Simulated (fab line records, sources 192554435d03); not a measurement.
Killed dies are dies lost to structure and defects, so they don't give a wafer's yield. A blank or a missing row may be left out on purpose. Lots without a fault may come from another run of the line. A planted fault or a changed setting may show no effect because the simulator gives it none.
Split-lot experiment | flow n5_finfet | 7 lots, 21 wafers read, on a route of 1938 steps

THE SPLIT
At N5_SD_EPI_N_EPI_21 (deposits Si:P, time 690 s), the setting temp_c was moved away from the recipe's 680 C on 7 of the 21 wafers read, by -0.6% to +0.4%. The other wafers ran this setting at the recipe's value.

FROM THE SPLIT TO THE READING: what the file shows between them, 12 steps
- N5_SD_EPI_N_EPI_MEAS_23
- N5_SD_EPI_P_COAT_34: time 60 s, resist thk 350 nm (also split here: spin_rpm)
- N5_SD_EPI_P_COAT_35: time 60 s, resist thk 35 nm
- N5_SD_EPI_P_COAT_03: resist thk 150 nm
- N5_SD_EPI_P_EPI_21: deposits SiGe:B, time 355 s
- N5_SD_EPI_P_HM_STRIP_48: strips SiNx in H3PO4, material SiNx, target depth 3 nm
- N5_SD_EPI_P_SRD_49: time 30 s
- N5_SD_EPI_P_PRECLEAN_24: cleans in O3/DIW, time 45 s
- N5_SD_EPI_P_PRECLEAN_32: cleans in dHF, time 10 s
- N5_SD_EPI_P_PRECLEAN_33: cleans in SC2, time 45 s
- N5_SD_ACTIVATION_RTA_00: time 0 s
- N5_SD_ACTIVATION_LSA_01: time 0.0008 s

THE READING
RS_SD_N, in ohm/sq, at N5_SD_ACTIVATION_RS_MEAS_03 (measures by four-point-probe). Fault-free wafers of this fab line usually give 21.90 ohm/sq, standard deviation 0.25 ohm/sq.

wafer  | tool, chamber at the split | temp_c as run, C | against the recipe | RS_SD_N, ohm/sq | against lot-mates on the recipe
L077.1 | epi_rpcvd-03, 0            | 680              | recipe             | 21.89           | -
L077.2 | epi_rpcvd-03, 0            | 680              | recipe             | 21.91           | -
L077.6 | epi_rpcvd-03, 0            | 680              | recipe             | 21.94           | -
L078.1 | epi_rpcvd-04, 0            | 676.7            | -0.5%              | 23.09           | +1.39
L078.2 | epi_rpcvd-04, 0            | 680              | recipe             | 21.62           | -
L078.5 | epi_rpcvd-04, 0            | 680              | recipe             | 21.78           | -
L085.1 | epi_rpcvd-01, 0            | 680              | recipe             | 22.14           | -
L085.3 | epi_rpcvd-01, 0            | 675.9            | -0.6%              | 23.59           | +1.47
L085.6 | epi_rpcvd-01, 0            | 680              | recipe             | 22.09           | -
L086.1 | epi_rpcvd-04, 0            | 683              | +0.4%              | 20.65           | -1.28
L086.4 | epi_rpcvd-04, 0            | 683              | +0.4%              | 21.05           | -0.88
L086.5 | epi_rpcvd-04, 0            | 680              | recipe             | 21.93           | -
L087.3 | epi_rpcvd-01, 0            | 680              | recipe             | 21.54           | -
L087.5 | epi_rpcvd-01, 0            | 680              | recipe             | 21.62           | -
L087.6 | epi_rpcvd-01, 0            | 680              | recipe             | 21.59           | -
L092.3 | epi_rpcvd-01, 0            | 680              | recipe             | 22.21           | -
L092.4 | epi_rpcvd-01, 0            | 680              | recipe             | 22.29           | -
L092.5 | epi_rpcvd-01, 0            | 677.5            | -0.4%              | 22.97           | +0.72
L095.3 | epi_rpcvd-01, 0            | 681.7            | +0.3%              | 21.32           | -0.67
L095.4 | epi_rpcvd-01, 0            | 681.7            | +0.3%              | 21.20           | -0.79
L095.5 | epi_rpcvd-01, 0            | 680              | recipe             | 21.99           | -

THE FIT
A straight line over all 21 wafers: RS_SD_N changes by -2.59 ohm/sq for each +1% of temp_c; r = -0.95; the points scatter about the line by 0.22 ohm/sq.
The same after taking each lot's own level away (the mean of its wafers on the recipe; 21 wafers): -2.52 ohm/sq for each +1%; r = -0.99; scatter 0.1 ohm/sq.
On that fit, the largest move of temp_c shifts the reading by 1.5 ohm/sq.
The lots' own levels span 21.583 to 22.250 ohm/sq, that is 2.7 times the standard deviation above.
So the lot-to-lot level changes the slope little: the two slopes agree.
Check: with one of the wafers moved furthest among these (-0.6%) left out of the fit, the line predicts +1.53 ohm/sq for it against its lot-mates. It came out at +1.47 ohm/sq against them.

OTHER SPLITS ON THESE WAFERS
These wafers also went through other splits before the reading. Each is held against what the fit with the lots' levels taken away leaves over:
other split on the same wafers           | wafers away from the commonest value | r with RS_SD_N (lot level and that fit taken away)
N5_PMOS_HMC_CHANNEL_EPI_COAT_03 spin_rpm | 5                                    | +0.11
N5_DUMMY_GATE_COAT_28 spin_rpm           | 7                                    | +0.18
N5_DUMMY_GATE_EXPOSE_12 dose_mj          | 13                                   | -0.06
N5_SD_EPI_P_COAT_34 spin_rpm             | 8                                    | -0.59

THE WHOLE CHAIN: every reading that the file lists as answering this split, in the file's order
step                        | what it does                                           | reading                                                                         | change (the file's fit)              | r (the file's)
N5_SD_EPI_N_EPI_21          | deposits Si:P, time 690 s                              | Si-P_of_SD_EPI_N_EPI_21.thk_nm (the simulator's own value, which no gauge read) | +7.02 nm for each +1% of the setting | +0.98
N5_SD_EPI_N_EPI_MEAS_23     |                                                        | thk_nm                                                                          | withheld for each +1% of the setting | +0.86
N5_SD_EPI_P_HM_STRIP_48     | strips SiNx in H3PO4, material SiNx, target depth 3 nm | Si-P_of_SD_EPI_N_EPI_21.thk_nm (the simulator's own value, which no gauge read) | +6.79 nm for each +1% of the setting | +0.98
N5_SD_EPI_P_PRECLEAN_24     | cleans in O3/DIW, time 45 s                            | Si-P_of_SD_EPI_N_EPI_21.thk_nm (the simulator's own value, which no gauge read) | +6.93 nm for each +1% of the setting | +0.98
N5_SD_ACTIVATION_RS_MEAS_03 | measures by four-point-probe                           | RS_SD_N                                                                         | -2.5 for each +1% of the setting     | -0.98

THE FILE'S OWN FIT
RS_SD_N changes by -2.5 ohm/sq for each +1% of temp_c, r = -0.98.
